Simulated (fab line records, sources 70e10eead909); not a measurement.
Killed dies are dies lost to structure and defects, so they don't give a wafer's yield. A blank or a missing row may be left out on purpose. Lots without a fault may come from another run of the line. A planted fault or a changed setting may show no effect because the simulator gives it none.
Chamber matching | flow nand_harc | NHARC_P_ZERO_WELL_DESCUM_13 on rie_diel-12: 4 sister chambers
The step chemistry O2, time 3 s. 4 wafers are shown with their chamber, then 7 later ones without.

WAFERS WITH THEIR CHAMBER
wafer  | chamber | drypump_motor_current_A (A)
L784.2 | 0       | 5.6
L784.5 | 3       | 6.3
L785.3 | 2       | 5.8
L785.4 | 1       | 5.2

WAFERS WITHOUT THEIR CHAMBER
wafer  | drypump_motor_current_A (A)
L785.6 | 5.9
L787.1 | 5.6
L787.2 | 5.2
L787.3 | 5.8
L797.1 | 5.8
L797.2 | 5.6
L797.5 | 5.8

WHICH CHAMBER EACH WENT THROUGH
wafer  | from the rows above | in truth
L785.6 | 2                   | 2
L787.1 | 0                   | 0
L787.2 | 1                   | 1
L787.3 | 2                   | 2
L797.1 | 2                   | 2
L797.2 | 0                   | 0
L797.5 | 2                   | 2
Placed correctly: 7 of 7. Can't be placed from these rows: 0. Placed wrongly: 0.
How it was worked out, from the rows above alone: a wafer's distance from a chamber is the root of the sum, over the readings, of the square of ((its reading less the chamber's mean) divided by the reading's scatter). The wafer belongs to the nearest chamber; if the next one is less than 2 further off, it can't be placed. A chamber's mean is the mean of its shown wafers. The scatter: with one shown wafer a chamber, the root of the mean of the squares of how far each hidden wafer lies from its nearest shown one.
